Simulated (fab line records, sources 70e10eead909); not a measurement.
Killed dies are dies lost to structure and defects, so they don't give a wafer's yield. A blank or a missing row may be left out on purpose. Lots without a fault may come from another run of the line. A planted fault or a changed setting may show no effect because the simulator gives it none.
A struck lot beside a sound one | flow nand_harc | 39 steps out of a route of 1302
Sound: wafers L372.4, L372.5, L372.6. Struck: wafers L369.3, L369.4, L369.6. The cause comes at the end.
At each step with rows: each side's tool, then ch and its chambers, then its first start. Under that, the readings that differ: sound wafers | struck wafers | difference of the means | sigmas: that difference in standard deviations of wafers without a fault.
alike: readings whose means differ by less than 2 such deviations, and words and numbers that are the same on both sides. not compared: withheld readings, readings that some wafer has no value for, bounds like >300 that may hide the same value, and numbers for which the record gives no deviation and whose values overlap.
The two part at a step that has a row with sigmas, a row that says differs or no value, or rows on one side only. Numbers that don't overlap but have no deviation are shown without sigmas and don't part them. A reading that every wafer of one side lacks parts them only if that side has two wafers or more.

first, 12 steps without rows for these wafers: NHARC_A_CHANNEL_FILL_D1_ALD_02 (deposits SiO2, target thk 6 nm, pulse time 10 s, ald cycles 60); NHARC_A_CHANNEL_FILL_D1_ALD_03 (deposits SiNx, target thk 6 nm, pulse time 60 s, ald cycles 58); NHARC_A_CHANNEL_FILL_D1_ALD_14 (deposits SiO2, target thk 2.5 nm, pulse time 10 s, ald cycles 25); NHARC_A_CHANNEL_FILL_D1_ALD_15 (deposits SiNx, target thk 2 nm, pulse time 60 s, ald cycles 19); NHARC_A_CHANNEL_FILL_D1_ALD_16 (deposits SiO2, target thk 1.5 nm, pulse time 10 s, ald cycles 15); NHARC_A_CHANNEL_FILL_D1_ANNEAL_17 (time 1800 s); NHARC_A_CHANNEL_FILL_D1_CVD_18 (deposits poly-Si, target thk 3 nm); NHARC_A_CHANNEL_FILL_D1_ETCHBACK_19 (etches the open film in HBr/Cl2, target depth 5 nm, time 1.7 s); NHARC_A_CHANNEL_FILL_D1_ETCHBACK_20 (etches the open film in C4F8/O2/Ar, target depth 27 nm, time 13.5 s); NHARC_A_CHANNEL_FILL_D1_STRIP_28 (strips in O2, time 20 s); NHARC_A_CHANNEL_FILL_D1_PRECLEAN_21 (cleans in dHF, time 30 s); NHARC_A_CHANNEL_FILL_D1_SRD_23.
NHARC_A_CHANNEL_FILL_D1_CVD_05: deposits poly-Si, target thk 5 nm.
  sound on lpcvd_poly-04 ch 0, day 19 15:00; struck on lpcvd_poly-01 ch 0, day 18 07:14
  reading               | sound             | struck            | difference | sigmas
  spike_tc_centre_C (C) | 548.6 551.0 551.3 | 563.5 564.9 564.9 | +14.1      | +10
  spike_tc_lower_C (C)  | 548.9 550.6 549.4 | 560.4 559.8 564.5 | +11.9      | +9
  spike_tc_top_C (C)    | 569.7 568.7 570.6 | 582.6 582.3 584.1 | +13.3      | +6
  spike_tc_upper_C (C)  | 551.1 551.5 549.4 | 561.8 561.9 560.2 | +10.6      | +8
then, 24 steps without rows for these wafers: NHARC_A_CHANNEL_FILL_D1_ANNEAL_22 (time 7200 s); NHARC_A_CHANNEL_FILL_D1_ALD_25 (deposits SiOx, target thk 60 nm, pulse time 10 s, ald cycles 600); NHARC_A_CHANNEL_FILL_D1_ETCHBACK_08 (etches the open film in C4F8, target depth 220 nm, time 110 s); NHARC_A_CHANNEL_FILL_D1_STRIP_29 (strips in O2, time 20 s); NHARC_A_CHANNEL_FILL_D1_PRECLEAN_30 (cleans in dHF, time 30 s); NHARC_A_CHANNEL_FILL_D1_SRD_31; NHARC_A_CHANNEL_FILL_D1_CVD_09 (deposits poly-Si, target thk 150 nm, time 3000 s); NHARC_A_CHANNEL_FILL_D1_CMP_10 (polishes, target thk 150 nm); NHARC_A_CHANNEL_FILL_D1_SRD_12; NHARC_A_DECK1_JOINT_ETCHBACK_07 (etches the open film in HBr, target depth 105 nm, time 26.9 s); NHARC_A_DECK1_JOINT_ETCH_25 (etches SiO2 in dHF, target depth 0.5 nm); NHARC_A_DECK1_JOINT_ETCH_19 (etches poly-Si in TMAH, target depth 3 nm); NHARC_A_DECK1_JOINT_ETCH_18 (etches SiO2 in dHF, target depth 3 nm); NHARC_A_DECK1_JOINT_WET_08 (chemistry H3PO4, time 86 s); NHARC_A_DECK1_JOINT_ETCH_09 (etches SiO2 in dHF, target depth 5 nm); NHARC_A_DECK1_JOINT_WET_10 (chemistry H3PO4, time 86 s); NHARC_A_DECK1_JOINT_ETCH_11 (etches SiO2 in dHF, target depth 35 nm); NHARC_A_DECK1_JOINT_CVD_12 (deposits poly-Si, target thk 90 nm, time 1800 s); NHARC_A_DECK1_JOINT_CMP_13 (polishes, target thk 51.023 nm); NHARC_A_DECK1_JOINT_SRD_04; NHARC_A_DECK1_JOINT_ETCHBACK_00 (etches the open film in HBr, target depth 30 nm, time 17.4 s); NHARC_A_DECK1_JOINT_PRECLEAN_30 (cleans in SC1); NHARC_A_DECK1_JOINT_SRD_31; NHARC_A_DECK1_JOINT_CVD_34 (deposits SiNx, target thk 20 nm).
-- the record jumps here: 15 days lie between the struck wafers' starts before and after (it left off in module A_DECK1_JOINT and takes up again in module END, whose first step shown is number 1301 of the route) --
NHARC_END_WLT_00:
  sound on prober-01, day 34 01:56; struck on prober-01, day 32 23:46
  reading                           | sound             | struck            | difference | sigmas
  VT_DECK1_BOTTOM                   | 0.878 0.876 0.870 | 0.933 0.944 0.932 | +0.062     | +8
  VT_DECK1_BOTTOM_INNER             | 0.886 0.878 0.874 | 0.932 0.945 0.933 | +0.057     | +7
  VT_DECK1_MEDIAN_NEAR_BOTTOM       | 0.877 0.885 0.878 | 0.934 0.949 0.936 | +0.060     | +8
  VT_DECK1_MEDIAN_NEAR_BOTTOM_INNER | 0.884 0.889 0.877 | 0.930 0.945 0.927 | +0.051     | +7
  VT_DECK1_MIDDLE                   | 0.888 0.898 0.892 | 0.949 0.958 0.955 | +0.061     | +8
  VT_DECK1_MIDDLE_INNER             | 0.891 0.890 0.881 | 0.954 0.963 0.959 | +0.071     | +12
  VT_DECK1_TOP                      | 0.892 0.892 0.896 | 0.969 0.965 0.973 | +0.076     | +11
  VT_DECK1_TOP_INNER                | 0.903 0.897 0.905 | 0.966 0.974 0.981 | +0.072     | +11
  alike: VT_DECK2_BOTTOM, VT_DECK2_BOTTOM_INNER, VT_DECK2_MEDIAN_NEAR_BOTTOM, VT_DECK2_MEDIAN_NEAR_BOTTOM_INNER, VT_DECK2_MIDDLE, VT_DECK2_MIDDLE_INNER, VT_DECK2_TOP, VT_DECK2_TOP_INNER
  not compared: hold
NHARC_END_SORT_01:
  sound on prober-01 ch 0, day 34 05:50; struck on prober-01 ch 0, day 33 06:20
  reading | sound | struck                                                                     | difference                   | sigmas
  hold    | - - - | await_dispo/2.9h/release await_dispo/2.9h/release await_dispo/2.9h/release | no value on the sound wafers |
  alike: killed_at_array, killed_at_other, killed_at_periphery, killed_dies, killed_open, killed_short

WHERE THEY PART
First at NHARC_A_CHANNEL_FILL_D1_CVD_05; last, within this record, at NHARC_END_SORT_01.

WHY: what the simulator had put in
Process parameter drift: lpcvd_poly-01, from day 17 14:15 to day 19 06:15, at NHARC_A_CHANNEL_FILL_D1_CVD_05. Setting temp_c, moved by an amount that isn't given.
